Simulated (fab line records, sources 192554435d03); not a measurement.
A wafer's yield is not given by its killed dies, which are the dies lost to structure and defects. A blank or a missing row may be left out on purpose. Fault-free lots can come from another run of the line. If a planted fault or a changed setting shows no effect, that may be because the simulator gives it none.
fab line records | flow n5_finfet
[record] lots = 6 | wafers = 18 | last_day = 15
route steps=1938 shown BEOL_M3@981 BEOL_M4@1111 PASSIVATION@1936
lots untouched by any fault: they come from a run of this same line in which no faults occurred
start_h: start of the lot's first displayed wafer, in hours after the record's first day | wait_h: how many hours have passed since the lot's step before this one | " repeats the value in the row above | L1.1+2: a single row standing in for several wafers | - no value, or no start given | * or withheld: withheld | < > ~ a bound
route shown NAME@n: NAME is a module with steps in the file, n the number in the route of the first one | usual: mean and standard deviation over wafers with no fault | same: alike in all rows | chamber/n: place in a boat | sites: readings site by site | _std_site: how widely they spread, as a standard deviation | _edge_site: mean of outer sites minus mean of inner sites | radius_mm: how far each site lies from the wafer's centre | mask NAME#n: copy n | behind: tool/chamber where the wafer was last shaped | hold: why the lot went on hold/how many hours it stayed there/how the hold came to an end | device: transistor that didn't switch, given as n, p or np | end of line: tests run on the same wafers once the route is complete | a step given without rows: its recipe and nothing more | killed: the dies lost at the first sort to structure and to defects; this is not the yield of the wafer | map: a wafer's dies, x killed, . not, _ none there
set.NAME: the run value of the setting; set.NAME@STEP: its run value at that earlier step | model.NAME: the simulator's own value behind a step, which no gauge read
lots at some steps of the route; a table a step, a row a wafer
services: a tool's chamber out of use, with start hour (start_h, from the record's first day; less than 0 if before it), hours out, and reason
[[steps]]
[step N5_BEOL_M3_ETCH_41]
[recipe] chemistry = CH3F/O2 | target = SiCN | target_depth_a = 299 | taper_deg = 2 | time_s = 52.5 | ion_energy_ev = 120 | mask_material = TiN | pressure_mtorr = 30 | source_w = 395 | bias_w = 75 | Ar_flow_sccm = 150 | CH3F_flow_sccm = 30 | O2_flow_sccm = 20
[usual] drypump_motor_current_A = 5.8/0.47 | oes_product_au = 0.81/0.087 | rf_vpp_V = 297.6/1.6 | showerhead_plenum_p_Torr = 2.01/0.072 | throttle_valve_pct = 16.30/0.21
[same] time_s = 52.5
lot.wafer | tool        | chamber | start_h | wait_h | drypump_motor_current_A | oes_product_au | rf_hours_counter_h | rf_vpp_V | showerhead_plenum_p_Torr | throttle_valve_pct
L253.1    | rie_diel-06 | 3       | -       | -      | 5.8                     | 0.84           | 75                 | 300.3    | 2.11                     | 16.01
L253.2    | "           | 0       | "       | "      | 6.0                     | 0.68           | 229                | 296.9    | 1.98                     | 16.51
L253.6    | "           | 0       | "       | "      | 6.0                     | 0.68           | -                  | 295.6    | 1.98                     | 16.50
L256.1    | rie_diel-03 | 1       | -       | -      | 5.9                     | 0.74           | 161                | 299.0    | 2.08                     | 16.52
L256.3    | "           | 0       | "       | "      | 6.6                     | 0.89           | 17                 | 297.6    | 1.96                     | 16.17
L256.6    | "           | 1       | "       | "      | 5.9                     | 0.75           | -                  | 298.0    | 2.08                     | 16.54
L260.1    | rie_diel-03 | 1       | -       | -      | 5.9                     | 0.73           | 173                | 298.2    | 2.08                     | 16.55
L260.5    | "           | 1       | "       | "      | 5.9                     | 0.73           | -                  | 299.0    | 2.08                     | 16.56
L260.6    | "           | 0       | "       | "      | 6.7                     | 0.88           | -                  | 296.6    | 1.96                     | 16.19
L264.2    | rie_diel-06 | 3       | -       | -      | 5.8                     | 0.83           | 91                 | 298.9    | 2.10                     | 16.04
L264.3    | "           | 0       | "       | "      | 6.0                     | 0.66           | 245                | 296.5    | 1.97                     | 16.53
L264.6    | "           | 1       | "       | "      | 6.1                     | 0.91           | -                  | 299.6    | 2.05                     | 16.00
L265.1    | rie_diel-03 | 2       | -       | -      | 5.3                     | 0.74           | 162                | 296.5    | 1.91                     | 16.41
L265.2    | "           | 1       | "       | "      | 5.9                     | 0.72           | 182                | 299.6    | 2.08                     | 16.57
L265.3    | "           | 3       | "       | "      | 5.3                     | 0.94           | 9                  | 297.0    | 1.97                     | 16.28
L270.2    | rie_diel-06 | 1       | -       | -      | 6.1                     | 0.89           | 34                 | 299.1    | 2.04                     | 16.00
L270.4    | "           | 0       | "       | "      | 6.0                     | 1.01           | 0                  | 296.1    | 1.97                     | 16.09
L270.5    | "           | 0       | "       | "      | 5.9                     | 1.01           | -                  | 297.8    | 1.97                     | 16.09
[step N5_BEOL_M3_STRIP_97]
[recipe] chemistry = N2/H2 | time_s = 10 | power_w = 450 | temp_c = 40 | pressure_mtorr = 20 | rf_frequency_hz = 6e+07 | bias_power_w = 7 | n2_flow_sccm = 200 | h2_flow_sccm = 200
[step N5_BEOL_M3_OCD_MEAS_38]
[usual] trench_depth_nm = 55.6/1.1
lot.wafer | tool   | chamber | start_h | wait_h | trench_depth_nm
L253.1    | ocd-02 | -       | 143.81  | -      | 55.5
L253.2    | "      | -       | "       | "      | 55.3
L253.6    | "      | -       | "       | "      | 54.9
L256.1    | ocd-01 | -       | 168.81  | -      | 55.0
L256.3    | "      | -       | "       | "      | 55.9
L256.6    | "      | -       | "       | "      | 55.3
L260.1    | ocd-02 | -       | 197.57  | -      | 55.4
L260.5    | "      | -       | "       | "      | 54.4
L260.6    | "      | -       | "       | "      | 56.1
L264.2    | ocd-02 | -       | 213.21  | -      | 55.9
L264.3    | "      | -       | "       | "      | 54.8
L264.6    | "      | -       | "       | "      | 56.6
L265.1    | ocd-02 | -       | 230.06  | -      | 54.8
L265.2    | "      | -       | "       | "      | 53.8
L265.3    | "      | -       | "       | "      | 56.4
L270.2    | ocd-01 | -       | 245.62  | -      | 57.0
L270.4    | "      | -       | "       | "      | 56.0
L270.5    | "      | -       | "       | "      | 56.1
[step N5_BEOL_M3_HM_STRIP_39]
[recipe] chemistry = peroxide_tin_strip | material = TiN | target_depth_a = 250 | temp_c = 50 | time_s = 158
[step N5_BEOL_M3_SRD_40]
[recipe] time_s = 30 | temp_c = 23 | rinse_liquid = diw | dry = ipa_marangoni
[step N5_BEOL_M3_PRECLEAN_42]
[recipe] chemistry = residue_remover | time_s = 60 | temp_c = 40
[step N5_BEOL_M3_SRD_43]
[recipe] time_s = 30 | temp_c = 23 | rinse_liquid = diw | dry = ipa_marangoni
[step N5_BEOL_M3_CD_MEAS_35]
[recipe] target_cd_nm = 18 | target_cd_y_nm = 21 | polarity = opening
[usual] cd_nm = 17.98/0.27
lot.wafer | tool      | chamber | start_h | wait_h | cd_nm
L253.1    | cd_sem-03 | -       | 143.97  | 0.0    | 18.33
L253.2    | "         | -       | "       | "      | 18.28
L253.6    | "         | -       | "       | "      | 17.97
L256.1    | cd_sem-01 | -       | 168.97  | 0.0    | 18.27
L256.3    | "         | -       | "       | "      | 18.24
L256.6    | "         | -       | "       | "      | 18.05
L260.1    | cd_sem-02 | -       | 197.72  | 0.0    | 17.63
L260.5    | "         | -       | "       | "      | 18.10
L260.6    | "         | -       | "       | "      | 17.71
L264.2    | cd_sem-02 | -       | 213.46  | 0.0    | 18.17
L264.3    | "         | -       | "       | "      | 18.19
L264.6    | "         | -       | "       | "      | 18.42
L265.1    | cd_sem-03 | -       | 230.31  | 0.0    | 17.89
L265.2    | "         | -       | "       | "      | 18.15
L265.3    | "         | -       | "       | "      | 17.58
L270.2    | cd_sem-03 | -       | 245.87  | 0.0    | 17.97
L270.4    | "         | -       | "       | "      | 18.19
L270.5    | "         | -       | "       | "      | 18.13
[step N5_BEOL_M3_DEGAS_44]
[recipe] ambient = vacuum | temp_c = 250 | time_s = 60
[usual] heater_power_w = 325/34
[same] time_s = 60
lot.wafer | tool           | chamber | start_h | wait_h | heater_power_w
L253.1    | pvd_sputter-01 | -       | 144.26  | 0.3    | 404
L253.2    | "              | -       | "       | "      | 360
L253.6    | "              | -       | "       | "      | 318
L256.1    | pvd_sputter-01 | -       | 169.17  | 0.2    | 310
L256.3    | "              | -       | "       | "      | 397
L256.6    | "              | -       | "       | "      | 313
L260.1    | pvd_sputter-03 | -       | 197.89  | 0.2    | 333
L260.5    | "              | -       | "       | "      | 339
L260.6    | "              | -       | "       | "      | 334
L264.2    | pvd_sputter-02 | -       | 213.56  | 0.1    | 321
L264.3    | "              | -       | "       | "      | 324
L264.6    | "              | -       | "       | "      | 241
L265.1    | pvd_sputter-03 | -       | 230.44  | 0.1    | 329
L265.2    | "              | -       | "       | "      | 338
L265.3    | "              | -       | "       | "      | 289
L270.2    | pvd_sputter-03 | -       | 245.92  | 0.0    | 343
L270.4    | "              | -       | "       | "      | 296
L270.5    | "              | -       | "       | "      | 339
[step N5_BEOL_M3_PRE_CLEAN_45]
[recipe] gas = H2/He | time_s = 30 | temp_c = 250
[usual] heater_power_w = 325/34
[same] time_s = 30
lot.wafer | tool           | chamber | start_h | wait_h | heater_power_w
L253.1    | pvd_sputter-01 | -       | 144.30  | 0.0    | 386
L253.2    | "              | -       | "       | "      | 357
L253.6    | "              | -       | "       | "      | 309
L256.1    | pvd_sputter-01 | -       | 169.21  | 0.0    | 308
L256.3    | "              | -       | "       | "      | 395
L256.6    | "              | -       | "       | "      | 317
L260.1    | pvd_sputter-03 | -       | 197.93  | 0.0    | 340
L260.5    | "              | -       | "       | "      | 335
L260.6    | "              | -       | "       | "      | 328
L264.2    | pvd_sputter-02 | -       | 213.60  | 0.0    | 311
L264.3    | "              | -       | "       | "      | 323
L264.6    | "              | -       | "       | "      | 240
L265.1    | pvd_sputter-03 | -       | 230.48  | 0.0    | 331
L265.2    | "              | -       | "       | "      | 337
L265.3    | "              | -       | "       | "      | 295
L270.2    | pvd_sputter-03 | -       | 245.96  | 0.0    | 335
L270.4    | "              | -       | "       | "      | 290
L270.5    | "              | -       | "       | "      | 352
[step N5_BEOL_M3_ALD_84]
[recipe] material = TaN | target_thk_a = * | temp_c = 275 | ald_precursor_family = PDMAT | ald_co_reactant = NH3 | pressure_torr = 3 | carrier_flow_sccm = 1500 | pulse_time_s = 2 | purge_time_s = 3 | co_reactant_purge_time_s = 2 | co_reactant_pulse_time_s = 3 | ald_cycles = 30 | precursor_vessel_temp_c = 75 | precursor_vessel_pressure_torr = 26.25 | precursor_vessel_carrier_sccm = 1000
[step N5_BEOL_M3_SURFACE_TREAT_85]
[recipe] gas = Ar | time_s = * | ion_energy_ev = * | ion_current_ma_cm2 = 0.5 | pressure_mtorr = * | ar_flow_sccm = 30
[usual] throttle_valve_pct = *
[same] time_s = *
lot.wafer | tool           | chamber | start_h | wait_h | throttle_valve_pct
L253.1    | pvd_sputter-01 | -       | 144.84  | 0.4    | *
L253.2    | "              | -       | "       | "      | *
L253.6    | "              | -       | "       | "      | *
L256.1    | pvd_sputter-02 | -       | 169.68  | 0.3    | *
L256.3    | "              | -       | "       | "      | *
L256.6    | "              | -       | "       | "      | *
L260.1    | pvd_sputter-03 | -       | 198.28  | 0.2    | *
L260.5    | "              | -       | "       | "      | *
L260.6    | "              | -       | "       | "      | *
L264.2    | pvd_sputter-02 | -       | 214.02  | 0.2    | *
L264.3    | "              | -       | "       | "      | *
L264.6    | "              | -       | "       | "      | *
L265.1    | pvd_sputter-01 | -       | 230.77  | 0.1    | *
L265.2    | "              | -       | "       | "      | *
L265.3    | "              | -       | "       | "      | *
L270.2    | pvd_sputter-02 | -       | 246.27  | 0.1    | *
L270.4    | "              | -       | "       | "      | *
L270.5    | "              | -       | "       | "      | *
[step N5_BEOL_M3_CVD_47]
[recipe] material = Co | target_thk_a = 30 | temp_c = withheld | precursor = CCTBA/H2 | pressure_torr = 30 | time_s = 223.8
[usual] run_length_s = 246.7/0.4
lot.wafer | tool      | chamber | start_h | wait_h | run_length_s
L253.1    | cvd_co-01 | 1       | 145.02  | 0.2    | 246.1
L253.2    | "         | 0       | "       | "      | 247.1
L253.6    | "         | 1       | "       | "      | 246.2
L256.1    | cvd_co-02 | 2       | 169.97  | 0.3    | 246.2
L256.3    | "         | 1       | "       | "      | 247.3
L256.6    | "         | 0       | "       | "      | 247.4
L260.1    | cvd_co-01 | 0       | 198.35  | 0.0    | 247.3
L260.5    | "         | 2       | "       | "      | 247.4
L260.6    | "         | 0       | "       | "      | 246.6
L264.2    | cvd_co-02 | 1       | 214.10  | 0.1    | 246.6
L264.3    | "         | 2       | "       | "      | 246.5
L264.6    | "         | 1       | "       | "      | 246.9
L265.1    | cvd_co-01 | 2       | 230.84  | 0.1    | 246.9
L265.2    | "         | 0       | "       | "      | 246.6
L265.3    | "         | 1       | "       | "      | 330.3
L270.2    | cvd_co-01 | 1       | 246.34  | 0.1    | 329.9
L270.4    | "         | 2       | "       | "      | 247.1
L270.5    | "         | 1       | "       | "      | 330.4
[step N5_BEOL_M3_SPUTTER_48]
[recipe] material = Cu | target_thk_a = 45 | temp_c = -20 | chamber_pressure_pa = 0.07 | power_w = withheld | time_s = 8.29
[usual] substrate_temp_c = -20.00/0.1 | throttle_valve_pct = 29.6/1.4
[same] time_s = 8.29
lot.wafer | tool           | chamber | start_h | wait_h | substrate_temp_c | throttle_valve_pct
L253.1    | pvd_sputter-01 | -       | 145.26  | 0.2    | -19.79           | 26.5
L253.2    | "              | -       | "       | "      | -20.14           | 27.7
L253.6    | "              | -       | "       | "      | -19.95           | 28.2
L256.1    | pvd_sputter-03 | -       | 170.49  | 0.5    | -20.05           | 29.1
L256.3    | "              | -       | "       | "      | -19.92           | 31.0
L256.6    | "              | -       | "       | "      | -20.05           | 29.4
L260.1    | pvd_sputter-03 | -       | 198.50  | 0.1    | -20.19           | 31.0
L260.5    | "              | -       | "       | "      | -20.28           | 31.2
L260.6    | "              | -       | "       | "      | -20.00           | 29.3
L264.2    | pvd_sputter-02 | -       | 214.34  | 0.2    | -19.93           | 29.5
L264.3    | "              | -       | "       | "      | -20.04           | 29.6
L264.6    | "              | -       | "       | "      | -19.99           | 29.3
L265.1    | pvd_sputter-02 | -       | 231.07  | 0.2    | -20.24           | 29.5
L265.2    | "              | -       | "       | "      | -19.85           | 30.6
L265.3    | "              | -       | "       | "      | -19.92           | 29.5
L270.2    | pvd_sputter-02 | -       | 246.75  | 0.3    | -20.18           | 31.1
L270.4    | "              | -       | "       | "      | -19.99           | 30.7
L270.5    | "              | -       | "       | "      | -20.09           | 30.0
[step N5_BEOL_M4_RC_MEAS_101]
[usual] DIBL_N = 36.3/1.2 | DIBL_P = 36.1/1.6 | IOFF_N = 0.161/0.023 | IOFF_P = 0.209/0.027 | ION_N = 676/8.9 | ION_P = 462/5.3 | SS_N = 71.5/0.51 | SS_P = 73.2/0.5 | VT_N = 249.1/2.5 | VT_P = -249.9/2.8
lot.wafer | tool      | chamber | start_h | wait_h | DIBL_N[mV/V] | DIBL_P[mV/V] | IOFF_N[nA/um] | IOFF_P[nA/um] | ION_N[uA/um] | ION_P[uA/um] | SS_N[mV/dec] | SS_P[mV/dec] | VT_N[mV] | VT_P[mV]
L253.1    | prober-02 | 0       | 156.02  | 0.0    | 34.5         | 33.8         | 0.116         | 0.162         | 665          | 458          | 71.2         | 72.8         | 252.8    | -255.1
L253.2    | "         | 0       | "       | "      | 35.6         | 35.4         | 0.142         | 0.182         | 680          | 462          | 70.8         | 73.0         | 247.7    | -252.4
L253.6    | "         | 0       | "       | "      | 34.6         | 34.3         | 0.120         | 0.172         | 656          | 454          | 71.3         | 72.7         | 252.5    | -253.0
L256.1    | prober-02 | 0       | 182.03  | 0.0    | 35.4         | 34.6         | 0.138         | 0.187         | 670          | 460          | 71.3         | 72.8         | 252.4    | -251.8
L256.3    | "         | 0       | "       | "      | 34.7         | 33.9         | 0.127         | 0.180         | 667          | 457          | 71.2         | 72.4         | 254.7    | -250.7
L256.6    | "         | 0       | "       | "      | 35.0         | 34.1         | 0.129         | 0.174         | 673          | 462          | 70.6         | 72.8         | 253.5    | -251.3
L260.1    | prober-01 | 0       | 211.73  | 0.0    | 34.9         | 35.9         | 0.141         | 0.178         | 677          | 457          | 71.6         | 73.8         | 249.3    | -254.8
L260.5    | "         | 0       | "       | "      | 34.5         | 35.5         | 0.138         | 0.172         | 679          | 455          | 70.4         | 72.8         | 250.1    | -253.9
L260.6    | "         | 0       | "       | "      | 35.1         | 36.0         | 0.145         | 0.176         | 686          | 466          | 71.4         | 72.9         | 249.1    | -252.3
L264.2    | prober-02 | 0       | 228.30  | 0.2    | 35.5         | 37.0         | 0.155         | 0.201         | 675          | 460          | 71.5         | 73.6         | 248.6    | -251.1
L264.3    | "         | 0       | "       | "      | 36.1         | 37.0         | 0.159         | 0.206         | 684          | 462          | 72.2         | 73.3         | 250.3    | -252.1
L264.6    | "         | 0       | "       | "      | 36.9         | 38.6         | 0.180         | 0.229         | 692          | 465          | 71.6         | 73.5         | 247.1    | -248.3
L265.1    | prober-02 | 0       | 246.32  | 0.0    | 37.5         | 36.2         | 0.169         | 0.252         | 674          | 463          | 71.9         | 73.3         | 247.4    | -244.1
L265.2    | "         | 0       | "       | "      | 35.9         | 35.7         | 0.154         | 0.234         | 683          | 476          | 71.2         | 73.4         | 247.7    | -246.4
L265.3    | "         | 0       | "       | "      | 34.5         | 32.5         | 0.121         | 0.199         | 664          | 466          | 70.4         | 72.5         | 255.4    | -246.6
L270.2    | prober-02 | 0       | 268.85  | 0.2    | 37.9         | 39.8         | 0.212         | 0.239         | 690          | 469          | 72.2         | 73.5         | 244.8    | -250.4
L270.4    | "         | 0       | "       | "      | 36.1         | 37.9         | 0.167         | 0.207         | 691          | 469          | 71.4         | 73.0         | 246.9    | -252.0
L270.5    | "         | 0       | "       | "      | 37.4         | 40.0         | 0.206         | 0.255         | 696          | 475          | 72.4         | 74.2         | 245.6    | -247.9
[step N5_PASSIVATION_PROBE_49]
[usual] defect_limited_yield = 91.3/1.5 | killed_at_M0_to_M3 = 35/10 | killed_at_M4_up = 13/5.3 | killed_at_contacts = 12/5.7 | killed_at_front_end = 39/11 | killed_at_other = 3.3/2.7 | killed_dies = 102/18 | killed_open = 67/13 | killed_short = 34/7.8 | sort_bin_5_function = 5.1/1 | sort_bin_6_memory = 3.3/0.68 | sort_n_pass = 1078/18 | sort_yield_pct = 91.3/1.5
[same] gross_dies = 1180 | killed_at_back_side = 0 | sort_bin_4_leakage[%] = 0 | sort_bin_8_speed[%] = 0
lot.wafer | tool      | chamber | start_h | wait_h | defect_limited_yield[%] | killed_at_M0_to_M3 | killed_at_M4_up | killed_at_contacts | killed_at_front_end | killed_at_other | killed_dies | killed_open | killed_short | sort_bin_5_function[%] | sort_bin_6_memory[%] | sort_n_pass | sort_yield_pct[%]
L264.2    | prober-02 | -       | 328.13  | 0.1    | 91.1                    | 23                 | 9               | 16                 | 56                  | 1               | 105         | 74          | 29           | 5.4                    | 3.1                  | 1075        | 91.1
L264.3    | prober-02 | -       | 328.18  | 0.1    | 90.6                    | 33                 | 12              | 16                 | 48                  | 2               | 111         | 81          | 29           | 5.8                    | 3.3                  | 1069        | 90.6
L264.6    | prober-02 | -       | 328.33  | 0.3    | 90.8                    | 37                 | 8               | 10                 | 52                  | 2               | 109         | 74          | 35           | 4.9                    | 4.3                  | 1071        | 90.8
// killed by level:class
L264.2 FIN_SAQP:geometric_particle:open=17 MOL_CONTACT_COAG:geometric_particle:open=14 STI_FIN_REVEAL:geometric_particle:open=14 FIN_SAQP:geometric_particle:short=11 BEOL_M0_SAQP:geometric_particle:short=6 BEOL_M3:geometric_particle:open=6 BEOL_M4:geometric_particle:open=5 GATE_CUT:geometric_particle:open=3
L264.3 STI_FIN_REVEAL:geometric_particle:open=19 MOL_CONTACT_COAG:geometric_particle:open=12 BEOL_M0_SAQP:geometric_particle:open=12 FIN_SAQP:geometric_particle:open=10 FIN_SAQP:geometric_particle:short=7 BEOL_M1:geometric_particle:open=6 BEOL_M3:geometric_particle:open=6 MOL_CONTACT_COAG:geometric_particle:short=4
L264.6 BEOL_M3:geometric_particle:open=15 STI_FIN_REVEAL:geometric_particle:open=12 MOL_CONTACT_COAG:geometric_particle:open=9 FIN_SAQP:geometric_particle:short=8 BEOL_M0_SAQP:geometric_particle:short=8 FIN_SAQP:geometric_particle:open=7 GATE_CUT:geometric_particle:short=6 BEOL_M0_SAQP:geometric_particle:open=5
[[services]]
tool        | chamber | start_h | hours | kind
rie_diel-03 | 3       | 164.52  | 1.7   | repair
cvd_co-01   | 2       | 178.45  | 2.3   | repair
rie_diel-06 | -       | 179.18  | 14.6  | pm
rie_diel-03 | 3       | 179.37  | -     | clean
rie_diel-03 | 3       | 179.37  | -     | consumable_replace:focus_ring
rie_diel-03 | 3       | 179.37  | 16.3  | scheduled_down
rie_diel-03 | 3       | 179.37  | 16.3  | vent_cycle
cvd_co-02   | 0       | 183.03  | 9.2   | repair
cvd_co-02   | -       | 192.72  | 6.9   | pm
rie_diel-06 | 0       | 229.98  | -     | clean
rie_diel-06 | 0       | 229.98  | -     | consumable_replace:focus_ring
rie_diel-06 | 0       | 229.98  | 14.3  | scheduled_down
rie_diel-06 | 0       | 229.98  | 14.3  | vent_cycle
cvd_co-01   | -       | 234.99  | 6.0   | pm
rie_diel-06 | 2       | 241.17  | 1.2   | repair
[[key]]
[first_sign] step = N5_BEOL_M3_CVD_47 | reading = run_length_s | direction = up | sigmas = 99+ | usual = * | struck = *
effect none on later readings
met_at N5_BEOL_M3_CVD_47
struck_wafers L265.3,L270.2,L270.5
onset_between 145.02 230.84
[fault] kind = process_parameter_drift | tool = cvd_co-01 | chamber = 1 | onset_h = 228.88 | steps = N5_BEOL_M3_CVD_47 | channel = time_s | offset = * | shape = step | end_h = 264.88 | acts_in = * | stated = *
